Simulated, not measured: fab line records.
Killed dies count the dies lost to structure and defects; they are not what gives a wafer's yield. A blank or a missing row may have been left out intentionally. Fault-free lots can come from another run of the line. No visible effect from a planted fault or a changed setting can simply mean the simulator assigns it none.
Split-lot experiment    flow n5_finfet    on a route of 1938 steps: 7 lots, 21 wafers read

== THE SPLIT ==
At N5_GATE_CUT_HM_DEP_46 (deposits SiO2 from TEOS/O2, target thk 130 nm, time 26.6 s), the setting time_s was moved away from the recipe's 26.6 s on 10 of the 21 wafers read, by -13.2% to +13.6%. This setting was run at the recipe's value on the other wafers.

== FROM THE SPLIT TO THE READING: what the file shows between them, 9 steps ==
- N5_GATE_CUT_COAT_34: time 60 s, resist thk 60 nm
- N5_GATE_CUT_COAT_35: time 60 s, resist thk 10 nm
- N5_GATE_CUT_STRIP_38: strips in N2/H2
- N5_GATE_CUT_STRIP_39: strips in N2/H2
- N5_GATE_CUT_HM_OPEN_40: chemistry C4F6/O2, target SiO2, target depth 139 nm, time 85.1 s
- N5_GATE_CUT_STRIP_41: strips in CF4
- N5_GATE_CUT_STRIP_42: strips in O2
- N5_GATE_CUT_ALD_22: deposits SiNx, target thk 16 nm, pulse time 1 s, ald cycles 320
- N5_GATE_CUT_CMP_23: polishes, stops on SiO2, t overpolish 23.4 s, target thk 16 nm

== THE READING ==
GC_FILL_THK (nm), taken at N5_GATE_CUT_THK_MEAS_24. Typical for fault-free wafers on this fab line: 220.8 nm, with standard deviation 2.1 nm.

wafer   tool, chamber at the split  time_s as run, s  against the recipe  GC_FILL_THK, nm  against lot-mates on the recipe
L074.4  pecvd-04, 2                 26.6              recipe              218.5            -
L074.5  pecvd-04, 0                 26.6              recipe              219.2            -
L074.6  pecvd-04, 1                 23.08             -13.2%              203.4            -15.4
L078.3  pecvd-01, 0                 26.6              recipe              219.4            -
L078.4  pecvd-01, 2,0               26.6              recipe              220.9            -
L078.6  pecvd-01, 2,0               26.6              recipe              221.1            -
L083.3  pecvd-04, 1                 26.6              recipe              224.9            -
L083.4  pecvd-04, 0                 30.21             +13.6%              242.5            +17.6
L083.5  pecvd-04, 1                 30.21             +13.6%              241.9            +17.0
L085.2  pecvd-04, 0                 30                +12.8%              238.2            +17.5
L085.3  pecvd-04, 1                 26.6              recipe              220.7            -
L085.6  pecvd-04, 0                 30                +12.8%              240.6            +19.9
L088.1  pecvd-04, 1                 24.54             -7.7%               211.5            -7.3
L088.2  pecvd-04, 2                 26.6              recipe              218.8            -
L088.5  pecvd-04, 2                 24.54             -7.7%               212.9            -5.9
L091.1  pecvd-01, 2                 26.6              recipe              220.6            -
L091.3  pecvd-01, 1                 26.6              recipe              218.1            -
L091.4  pecvd-01, 2                 26.6              recipe              220.2            -
L092.4  pecvd-03, 1                 24.59             -7.6%               216.9            no lot-mate on the recipe
L092.5  pecvd-03, 0                 24.59             -7.6%               213.4            no lot-mate on the recipe
L092.6  pecvd-03, 2                 24.59             -7.6%               207.1            no lot-mate on the recipe
When a row names more than one chamber, that row covers several wafers, and the file does not tell which wafer ran in which chamber.

THE FIT
A straight line over all 21 wafers: GC_FILL_THK changes by +1.38 nm for each +1% of time_s; r = +0.97; the points scatter about the line by 2.5 nm.
The same after taking each lot's own level away (the mean of its wafers on the recipe; 18 wafers): +1.25 nm for each +1%; r = +0.99; scatter 1.5 nm.
On that fit, the largest move of time_s shifts the reading by 17 nm.
From 218.80 to 224.90 nm: that is the span of the lots' own levels, equal to 2.9 times the standard deviation above.
Thus the slope moves with the lot-to-lot level: the two fits are different.
Check: with one of the wafers moved furthest among these (+13.6%) left out of the fit, the line predicts +17.7 nm for it against its lot-mates. It came out at +17.6 nm against them.

== THE WHOLE CHAIN: every reading that the file lists as answering this split, in the file's order ==
step                     what it does                                                      reading                                                                             change (the file's fit)                 r (the file's)
N5_GATE_CUT_HM_DEP_46    deposits SiO2 from TEOS/O2, target thk 130 nm, time 26.6 s        SiO2_of_GATE_CUT_HM_DEP_46.thk_nm (the simulator's own value, which no gauge read)  +1.32 nm for each +1% of the setting    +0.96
N5_GATE_CUT_HM_OPEN_40   chemistry C4F6/O2, target SiO2, target depth 139 nm, time 85.1 s  etch_rf_on_time_s                                                                   withheld for each +1% of the setting    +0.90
N5_GATE_CUT_HM_OPEN_40   chemistry C4F6/O2, target SiO2, target depth 139 nm, time 85.1 s  etch.depth_nm (the simulator's own value, which no gauge read)                      +1.32 nm for each +1% of the setting    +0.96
N5_GATE_CUT_HM_OPEN_40   chemistry C4F6/O2, target SiO2, target depth 139 nm, time 85.1 s  SOC_of_GATE_CUT_COAT_34.thk_nm (the simulator's own value, which no gauge read)     -0.287 nm for each +1% of the setting   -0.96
N5_GATE_CUT_THK_MEAS_24                                                                    GC_FILL_THK                                                                         +1.25 for each +1% of the setting       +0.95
N5_GATE_CUT_CMP_43       polishes SiO2                                                     SiO2_of_GATE_CUT_HM_DEP_46.thk_nm (the simulator's own value, which no gauge read)  +0.0641 nm for each +1% of the setting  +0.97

== THE FILE'S OWN FIT ==
GC_FILL_THK changes by +1.25 nm for each +1% of time_s, r = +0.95.
